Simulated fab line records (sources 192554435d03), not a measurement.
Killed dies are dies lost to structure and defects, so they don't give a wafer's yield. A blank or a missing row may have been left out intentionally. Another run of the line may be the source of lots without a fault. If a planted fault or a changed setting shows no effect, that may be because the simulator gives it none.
Comparing a struck lot with a sound one -- flow n5 finfet -- 37 steps out of a route of 1938
Sound: the wafers L906.1, L906.2, L906.3. Wafers L901.3, L901.5, L901.6 were the ones struck. Last of all comes the cause.
Each step with rows lists, per side, the tool, then ch with its chambers, then its first start. Under that, the readings that differ: sound wafers -- struck wafers -- difference of the means -- sigmas: that difference in standard deviations of wafers without a fault.
alike: a reading whose means differ by less than 2 such deviations, as well as words and numbers matching on both sides. not compared: withheld readings; readings where some wafer has no value; bounds like >300 that might hide an equal value; numbers whose values overlap and for which the record gives no deviation.
The two part at a step that has a row with sigmas, a row that says differs or no value, or rows on one side only. Numbers that have no deviation but don't overlap get no sigmas and don't part them. A reading that every wafer of one side lacks parts them only if that side has two wafers or more.

first, 9 steps without rows for these wafers: N5_BEOL_M3_ANNEAL_95 (time 240 s); N5_BEOL_M3_SPUTTER_96 (material Cu, target thk 4.5 nm, time 8.29 s); N5_BEOL_M3_ECD_50 (material Cu, target thk 300 nm); N5_BEOL_M3_ANNEAL_51 (time 90 s); N5_BEOL_M3_CMP_52 (polishes, stops on SiOC, t overpolish 6.8 s, target thk 40 nm); N5_BEOL_M3_PRE_CLEAN_60 (time 15 s); N5_BEOL_M3_CO_CAP_55 (material Co, precursor CCTBA/H2, target thk 2 nm, time 102.1 s); N5_BEOL_M3_PRE_CLEAN_56 (time 15 s); N5_BEOL_M3_DEP_57 (deposits SiCN from 3MS/NH3, target thk 8 nm, time 14 s).
N5_BEOL_M4_ILD_DEP_00: deposits SiOC from DEMS/O2, target thk 79 nm, time 15.3 s.
  sound on pecvd-01 ch 0,1,2, day 11 19:34; struck on pecvd-04 ch 1,2, day 11 04:06
  no value came back on the struck wafers for any of 6 readings (chamber pressure Torr (Torr), heater power outer w (W) and others); on the sound wafers chamber pressure Torr (Torr) reads 5.013 5.005 5.005
then, 24 steps without rows for these wafers: N5_BEOL_M4_PECVD_72 (deposits SiO2 from TEOS/O2, target thk 16 nm, time 18 s); N5_BEOL_M4_HM_DEP_02 (deposits TiN, target thk 20 nm); N5_BEOL_M4_COAT_61 (time 60 s, resist thk 60 nm); N5_BEOL_M4_COAT_62 (time 60 s, resist thk 12 nm); N5_BEOL_M4_COAT_73 (time 60 s, resist thk 5 nm); N5_BEOL_M4_COAT_05 (resist thk 30 nm); N5_BEOL_M4_EBR_07; N5_BEOL_M4_SOFTBAKE_06 (time 60 s); N5_BEOL_M4_EXPOSE_08 (exposes mask M4); N5_BEOL_M4_PEB_09 (peb time 60 s); N5_BEOL_M4_DEVELOP_10 (develop time 30 s); N5_BEOL_M4_DESCUM_16 (chemistry O2, time 7 s); N5_BEOL_M4_ETCH_74 (etches underlayer in N2/H2, target depth 6.5 nm, time 5.2 s); N5_BEOL_M4_ETCH_63 (etches SiARC in CF4, target depth 15.6 nm, time 26 s); N5_BEOL_M4_ETCH_64 (etches SOC in N2/H2, target depth 75 nm, overetch 22.5 nm, time 121.9 s); N5_BEOL_M4_STRIP_65 (strips in N2/H2); N5_BEOL_M4_STRIP_75 (strips in N2/H2); N5_BEOL_M4_STRIP_66 (strips in CF4); N5_BEOL_M4_HM_OPEN_17 (chemistry Cl2/BCl3, target TiN, target depth 20 nm, overetch 6 nm); N5_BEOL_M4_STRIP_19 (strips in O2); N5_BEOL_M4_COAT_67 (time 60 s, resist thk 60 nm); N5_BEOL_M4_COAT_68 (time 60 s, resist thk 12 nm); N5_BEOL_M4_COAT_76 (time 60 s, resist thk 5 nm); N5_BEOL_M4_COAT_22 (resist thk 30 nm).
N5_BEOL_M4_OCD_MEAS_38:
  sound on ocd-01 at day 11 22:53; struck on ocd-02 at day 11 09:49
reading,sound,struck,difference,sigmas
trench depth nm (nm),55.0 55.8 57.0,- - -,no value on the struck wafers,
N5_BEOL_M4_RC_MEAS_101:
  the record has rows for the sound wafers here (prober-01 ch 0, day 12 03:27) and none for the struck ones
-- a jump in the record: the struck wafers' starts before and after are 4 days apart (it breaks off in module BEOL_M4 and resumes in module PASSIVATION, where the first step shown is number 1936 of the route) --
N5_PASSIVATION_PROBE_49:
  record: rows for the struck wafers here (prober-02, day 15 17:16), none for the sound ones

## WHERE THEY PART
Earliest at N5_BEOL_M4_ILD_DEP_00; latest, in this record, at N5_PASSIVATION_PROBE_49.

WHY: the cause the simulator had injected
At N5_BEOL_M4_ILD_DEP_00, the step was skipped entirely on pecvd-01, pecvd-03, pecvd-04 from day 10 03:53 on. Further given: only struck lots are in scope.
